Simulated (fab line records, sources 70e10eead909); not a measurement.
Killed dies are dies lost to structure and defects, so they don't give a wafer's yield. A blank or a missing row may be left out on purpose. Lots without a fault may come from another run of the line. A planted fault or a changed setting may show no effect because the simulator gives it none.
Which tool did it? | flow nand_harc | 13 lots, 39 wafers sampled, at 5 steps of a route of 1159

WHAT THE GAUGES READ, wafer by wafer
NHARC_A_ZERO_WELL_CD_MEAS_10: target cd 2000 nm. Usual: cd_nm 1999.9 nm, standard deviation 1.3.
lot  | measured     | on        | cd_nm (nm)           | flag
L720 | day 6 13:01  | cd_sem-03 | 2000.1 1999.2 1999.4 |
L721 | day 7 03:58  | cd_sem-02 | 1998.6 1996.3 1998.1 |
L722 | day 7 06:58  | cd_sem-02 | 2000.2 1998.8 2000.9 |
L723 | day 7 07:47  | cd_sem-03 | 1999.0 1999.4 2000.4 |
L725 | day 7 10:29  | cd_sem-01 | 2000.9 2001.5 2003.2 |
L726 | day 8 03:11  | cd_sem-03 | 1998.7 1998.1 1999.4 |
L729 | day 8 18:46  | cd_sem-02 | 2000.1 1997.9 2000.9 |
L727 | day 8 19:41  | cd_sem-02 | 1999.7 2000.2 2000.1 |
L728 | day 9 01:31  | cd_sem-03 | 1999.3 1997.7 1998.0 |
L731 | day 9 06:31  | cd_sem-03 | 2001.8 2000.2 2000.5 |
L730 | day 9 07:17  | cd_sem-03 | 1999.8 2001.0 1999.9 |
L732 | day 10 02:28 | cd_sem-03 | 2000.0 2000.0 2000.2 |
L742 | day 12 02:32 | cd_sem-03 | 2000.6 1999.6 1999.5 |

NHARC_A_ONON_D1_THK_MEAS_21: measures by ellipsometry. Usual: thk_nm 1004 nm, standard deviation 6.9.
lot  | measured     | on            | thk_nm (nm)    | flag
L720 | day 7 22:59  | film_metro-02 | 1001 1000 1000 |
L721 | day 8 15:15  | film_metro-01 | 1004 1003 1005 |
L722 | day 8 15:07  | film_metro-02 | 1018 1015 1013 |
L723 | day 8 15:07  | film_metro-01 | 1006 1008 1008 |
L725 | day 8 15:28  | film_metro-01 | 991 989 992    |
L726 | day 10 04:52 | film_metro-02 | 1003 1003 1002 |
L729 | day 10 04:51 | film_metro-02 | 1002 1000 999  |
L727 | day 10 04:52 | film_metro-02 | 999 1000 1002  |
L728 | day 10 12:59 | film_metro-01 | 1018 1016 1018 |
L731 | day 10 16:30 | film_metro-02 | 1001 999 998   |
L730 | day 10 16:29 | film_metro-02 | 1004 1004 1006 |
L732 | day 11 09:25 | film_metro-02 | 1012 1010 1009 |
L742 | day 13 09:22 | film_metro-02 | 967 999 1000   |

WHICH TOOL RAN EACH LOT (tool, then ch and the chambers of the sampled wafers, then the start)
lot  | NHARC_P_BONDPAD_STRIP_15           | NHARC_P_BONDPAD_ACTIVATE_29        | NHARC_A_ONON_D1_DEP_19
L720 | rie_diel-13 ch 0,1,2, day 6 09:34  | rie_diel-13 ch 2,3, day 6 11:46    | pecvd_onon-03 ch 0, day 7 22:39
L721 | rie_diel-13 ch 0,2,3, day 7 00:29  | rie_diel-13 ch 0,1,3, day 7 02:43  | pecvd_onon-03 ch 0, day 8 14:55
L722 | rie_diel-13 ch 0,2,3, day 7 03:35  | rie_diel-13 ch 1,2,3, day 7 05:50  | pecvd_onon-04 ch 0, day 8 14:36
L723 | rie_diel-13 ch 0,1,2, day 7 04:25  | rie_diel-11 ch 0,3, day 7 06:40    | pecvd_onon-02 ch 0, day 8 14:36
L725 | rie_diel-13 ch 0,3, day 7 06:59    | rie_diel-13 ch 0,3, day 7 09:13    | pecvd_onon-02 ch 0, day 8 15:01
L726 | rie_diel-04 ch 2,3, day 7 23:44    | rie_diel-13 ch 0,3, day 8 01:56    | pecvd_onon-04 ch 0, day 10 04:28
L729 | rie_diel-13 ch 1,2,3, day 8 15:26  | rie_diel-04 ch 0,2, day 8 17:38    | pecvd_onon-03 ch 0, day 10 04:20
L727 | rie_diel-11 ch 1,3, day 8 16:10    | rie_diel-13 ch 0,2,3, day 8 18:34  | pecvd_onon-02 ch 0, day 10 04:25
L728 | rie_diel-13 ch 2,3, day 8 22:02    | rie_diel-13 ch 0,2,3, day 9 00:17  | pecvd_onon-02 ch 0, day 10 12:29
L731 | rie_diel-13 ch 0,2,3, day 9 03:11  | rie_diel-13 ch 0,1, day 9 05:25    | pecvd_onon-03 ch 0, day 10 15:59
L730 | rie_diel-13 ch 0,2,3, day 9 03:49  | rie_diel-13 ch 0,2,3, day 9 06:02  | pecvd_onon-02 ch 0, day 10 15:59
L732 | rie_diel-11 ch 0,2,3, day 9 22:57  | rie_diel-13 ch 1,2, day 10 01:15   | pecvd_onon-02 ch 0, day 11 08:54
L742 | rie_diel-04 ch 0,2,3, day 11 23:05 | rie_diel-13 ch 0,2,3, day 12 01:19 | pecvd_onon-03 ch 0, day 13 08:55
- NHARC_P_BONDPAD_STRIP_15: strips in O2.
- NHARC_P_BONDPAD_ACTIVATE_29: chemistry N2, time 60 s.
- NHARC_A_ONON_D1_DEP_19: target thk 1000 nm.

WHAT THE TOOLS THEMSELVES READ (means of the sampled wafers that have a number; where no wafer has one, the mark that the record gives instead)
NHARC_P_BONDPAD_STRIP_15. Usual: drypump_motor_current_A 5.80 A, standard deviation 0.27; oes_product_au 0.999 a.u., standard deviation 0.0075; rf_vpp_V 57.7 V, standard deviation 0.97; showerhead_plenum_p_Torr 3.53 Torr, standard deviation 0.11; throttle_valve_pct 17.035 %, standard deviation 0.0089.
lot  | tool        | drypump_motor_current_A (A) | oes_product_au (a.u.) | rf_vpp_V (V) | showerhead_plenum_p_Torr (Torr) | throttle_valve_pct (%) | flag
L720 | rie_diel-13 | 5.69                        | 1.003                 | 57.0         | 3.53                            | 17.033                 |
L721 | rie_diel-13 | 5.85                        | 0.992                 | 58.2         | 3.59                            | 17.030                 |
L722 | rie_diel-13 | 5.85                        | 0.992                 | 58.1         | 3.59                            | 17.028                 |
L723 | rie_diel-13 | 5.69                        | 1.004                 | 58.3         | 3.53                            | 17.031                 |
L725 | rie_diel-13 | 6.00                        | 0.991                 | 57.3         | 3.59                            | 17.042                 |
L726 | rie_diel-04 | 5.90                        | 0.994                 | 58.0         | 3.59                            | 17.037                 |
L729 | rie_diel-13 | 5.79                        | 0.993                 | 57.6         | 3.56                            | 17.040                 |
L727 | rie_diel-11 | 5.47                        | 1.003                 | 56.8         | 3.33                            | 17.038                 |
L728 | rie_diel-13 | 5.96                        | 0.995                 | 58.8         | 3.62                            | 17.040                 |
L731 | rie_diel-13 | 5.83                        | 1.002                 | 58.4         | 3.59                            | 17.036                 |
L730 | rie_diel-13 | 5.84                        | 1.006                 | 58.3         | 3.59                            | 17.026                 |
L732 | rie_diel-11 | 5.81                        | 1.002                 | 57.9         | 3.51                            | 17.037                 |
L742 | rie_diel-04 | 5.88                        | 0.998                 | 56.8         | 3.53                            | 17.028                 |

NHARC_P_BONDPAD_ACTIVATE_29. Usual: drypump_motor_current_A 5.80 A, standard deviation 0.27; oes_product_au 0.999 a.u., standard deviation 0.0082; rf_vpp_V 64.2 V, standard deviation 0.9; showerhead_plenum_p_Torr 1.77 Torr, standard deviation 0.06.
lot  | tool        | drypump_motor_current_A (A) | oes_product_au (a.u.) | rf_vpp_V (V) | showerhead_plenum_p_Torr (Torr) | flag
L720 | rie_diel-13 | 5.77                        | 1.000                 | 64.5         | 1.81                            |
L721 | rie_diel-13 | 5.84                        | 0.991                 | 64.8         | 1.77                            |
L722 | rie_diel-13 | 5.78                        | 1.007                 | 64.8         | 1.78                            |
L723 | rie_diel-11 | 5.81                        | 1.009                 | 64.9         | 1.70                            |
L725 | rie_diel-13 | 5.88                        | 0.993                 | 64.9         | 1.79                            |
L726 | rie_diel-13 | 5.96                        | 0.995                 | 64.5         | 1.80                            |
L729 | rie_diel-04 | 5.72                        | 1.001                 | 64.3         | 1.71                            |
L727 | rie_diel-13 | 5.83                        | 1.003                 | 64.2         | 1.80                            |
L728 | rie_diel-13 | 5.80                        | 0.989                 | 64.4         | 1.80                            |
L731 | rie_diel-13 | 5.73                        | 1.000                 | 63.7         | 1.75                            |
L730 | rie_diel-13 | 5.82                        | 1.000                 | 64.5         | 1.80                            |
L732 | rie_diel-13 | 5.65                        | 1.005                 | 64.4         | 1.75                            |
L742 | rie_diel-13 | 5.84                        | 0.990                 | 64.5         | 1.79                            |

NHARC_A_ONON_D1_DEP_19. Usual: susceptor_temp_C 399.99 C, standard deviation 0.25.
lot  | tool          | susceptor_temp_C (C) | flag
L720 | pecvd_onon-03 | 399.87               |
L721 | pecvd_onon-03 | 399.96               |
L722 | pecvd_onon-04 | 399.81               |
L723 | pecvd_onon-02 | 399.93               |
L725 | pecvd_onon-02 | 399.88               |
L726 | pecvd_onon-04 | 400.11               |
L729 | pecvd_onon-03 | 399.78               |
L727 | pecvd_onon-02 | 399.80               |
L728 | pecvd_onon-02 | 399.90               |
L731 | pecvd_onon-03 | 400.02               |
L730 | pecvd_onon-02 | 400.32               |
L732 | pecvd_onon-02 | 399.89               |
L742 | pecvd_onon-03 | 400.24               |

THE ANSWER, worked out from the rows above alone
Rule: a lot is off if the mean of its wafers that have a number lies more than 3 standard deviations from the usual mean. A lot without any number at a reading at which 4 lots or more have one is off too. The other lots that the step has rows for count as sound. The gauges are gone through in route order, then the tools' own readings, and for those a lot's mean is taken as printed above. The first step at which some lot is off is used, and at that step the reading that is off furthest; a lot without a number counts as furthest.
No lot is off at any reading shown: from this, nothing can be told.

WHAT THE SIMULATOR HAD PUT IN
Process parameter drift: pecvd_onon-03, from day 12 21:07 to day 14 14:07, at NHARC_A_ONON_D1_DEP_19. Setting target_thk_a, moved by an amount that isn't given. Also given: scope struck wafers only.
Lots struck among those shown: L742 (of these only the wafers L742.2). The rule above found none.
